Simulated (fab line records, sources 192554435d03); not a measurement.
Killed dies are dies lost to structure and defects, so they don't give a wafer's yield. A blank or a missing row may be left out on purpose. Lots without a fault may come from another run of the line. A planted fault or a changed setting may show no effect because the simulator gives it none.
Which tool did it? | flow n5_finfet | 12 lots, 35 wafers sampled, at 3 steps of a route of 1938

WHAT THE GAUGES READ, wafer by wafer
N5_BEOL_M11_THK_MEAS_01. Usual: M11_ILD_THK 269 nm, standard deviation 3.7.
lot  | measured     | on            | M11_ILD_THK (nm) | flag
L303 | day 10 09:52 | film_metro-02 | 265 263 267      |
L304 | day 11 11:22 | film_metro-01 | 266 274 269      |
L305 | day 11 13:55 | film_metro-02 | 262 271          |
L308 | day 11 15:41 | film_metro-02 | 271 264 276      |
L307 | day 11 22:01 | film_metro-01 | 262 263 267      |
L311 | day 12 21:16 | film_metro-02 | 269 271 271      |
L310 | day 12 22:29 | film_metro-02 | 269 275 272      |
L313 | day 13 02:58 | film_metro-02 | 264 263 275      |
L314 | day 13 13:02 | film_metro-02 | 272 270 272      |
L315 | day 13 20:25 | film_metro-01 | 263 267 272      |
L321 | day 15 12:53 | film_metro-02 | 269 272 275      |
L323 | day 15 17:40 | film_metro-02 | 268 271 274      |

WHICH TOOL RAN EACH LOT (tool, then ch and the chambers of the sampled wafers, then the start)
lot  | N5_BEOL_M10_ALD_74                  | N5_BEOL_M10_CMP_52
L303 | ald_metal-02 ch 0,1, day 10 07:20   | cmp-01 ch 0,3, day 10 08:47
L304 | ald_metal-01 ch 0,1,3, day 11 08:47 | cmp-03 ch 0,1,3, day 11 10:05
L305 | ald_metal-02 ch 2, day 11 11:36     | cmp-01 ch 0,3, day 11 12:57
L308 | ald_metal-01 ch 1,3, day 11 12:59   | cmp-03 ch 2,3, day 11 14:08
L307 | ald_metal-02 ch 0,2, day 11 19:56   | cmp-03 ch 0,2, day 11 20:58
L311 | ald_metal-03 ch 0,2,3, day 12 18:13 | cmp-03 ch 1,2, day 12 20:12
L310 | ald_metal-01 ch 0,2,3, day 12 19:55 | cmp-03 ch 0,3, day 12 21:12
L313 | ald_metal-01 ch 0,2,3, day 13 00:09 | cmp-03 ch 0,2,3, day 13 01:51
L314 | ald_metal-03 ch 0,3, day 13 10:47   | cmp-03 ch 0,1,2, day 13 11:55
L315 | ald_metal-02 ch 0,3, day 13 17:15   | cmp-03 ch 1,2,3, day 13 19:22
L321 | ald_metal-01 ch 0,1,3, day 15 10:19 | cmp-04 ch 0,1, day 15 11:49
L323 | ald_metal-01 ch 0,1,2, day 15 14:37 | cmp-04 ch 0,1,2, day 15 16:36
- N5_BEOL_M10_ALD_74: deposits TaN, target thk 2 nm, pulse time 2 s, purge time 3 s.
- N5_BEOL_M10_CMP_52: polishes, stops on SiCOH lowk, t overpolish 7 s, target thk 140 nm.

WHAT THE TOOLS THEMSELVES READ (means of the sampled wafers that have a number; where no wafer has one, the mark that the record gives instead)
N5_BEOL_M10_ALD_74. Usual: heater_power_w 391 W, standard deviation 48.
lot  | tool         | heater_power_w (W) | flag
L303 | ald_metal-02 | 348                |
L304 | ald_metal-01 | 382                |
L305 | ald_metal-02 | 414                |
L308 | ald_metal-01 | 378                |
L307 | ald_metal-02 | 386                |
L311 | ald_metal-03 | 388                |
L310 | ald_metal-01 | 382                |
L313 | ald_metal-01 | 376                |
L314 | ald_metal-03 | 423                |
L315 | ald_metal-02 | 411                |
L321 | ald_metal-01 | 381                |
L323 | ald_metal-01 | 374                |

N5_BEOL_M10_CMP_52. Usual: barrier_field_endpoint_s 28.8 s, standard deviation 0.85; motor_current_A 5.8 A, standard deviation 0.52; overpolish_run_s 6.999 s, standard deviation 0.0095; time_to_endpoint_s 66 s, standard deviation 4.
lot  | tool   | barrier_field_endpoint_s (s) | motor_current_A (A) | overpolish_run_s (s) | time_to_endpoint_s (s) | flag
L303 | cmp-01 | 28.3                         | 5.7                 | 7.001                | 63                     |
L304 | cmp-03 | 28.7                         | 5.7                 | 6.999                | 65                     |
L305 | cmp-01 | 28.2                         | 5.9                 | 6.995                | 66                     |
L308 | cmp-03 | 28.5                         | 5.3                 | 7.007                | 63                     |
L307 | cmp-03 | 28.3                         | 5.7                 | 6.988                | 62                     |
L311 | cmp-03 | 28.7                         | 5.6                 | 7.003                | 64                     |
L310 | cmp-03 | 28.5                         | 5.9                 | 6.998                | 66                     |
L313 | cmp-03 | 24.4                         | 5.8                 | 6.995                | 56                     | OFF
L314 | cmp-03 | 20.1                         | 5.7                 | 6.999                | 47                     | OFF
L315 | cmp-03 | 24.4                         | 5.6                 | 7.002                | 56                     | OFF
L321 | cmp-04 | 28.8                         | 6.2                 | 6.994                | 67                     |
L323 | cmp-04 | 28.9                         | 6.2                 | 6.997                | 64                     |

THE ANSWER, worked out from the rows above alone
Rule: a lot is off if the mean of its wafers that have a number lies more than 3 standard deviations from the usual mean. A lot without any number at a reading at which 4 lots or more have one is off too. The other lots that the step has rows for count as sound. The gauges are gone through in route order, then the tools' own readings, and for those a lot's mean is taken as printed above. The first step at which some lot is off is used, and at that step the reading that is off furthest; a lot without a number counts as furthest.
Off: L313, L314, L315, at N5_BEOL_M10_CMP_52 (barrier_field_endpoint_s).
A tool fits if, at that step or a process step before it, it ran every lot that is off, and no sound lot after the first of them. One fits: cmp-03 at N5_BEOL_M10_CMP_52. Its last sound lot is L310 (day 12 21:12), its first lot that is off L313 (day 13 01:51): a fault that began between those two fits.
The tool's own readings at N5_BEOL_M10_CMP_52 bear it out: on the lots that are off they differ by more than 5 times the standard deviation of the sound lots' means. barrier_field_endpoint_s reads 23.0 s there against 28.5 s on the sound lots; time_to_endpoint_s reads 53 s there against 64 s on the sound lots.

WHAT THE SIMULATOR HAD PUT IN
Process parameter drift: cmp-03, from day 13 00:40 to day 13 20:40, at N5_BEOL_M10_CMP_52. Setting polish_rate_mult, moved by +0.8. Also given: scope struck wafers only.
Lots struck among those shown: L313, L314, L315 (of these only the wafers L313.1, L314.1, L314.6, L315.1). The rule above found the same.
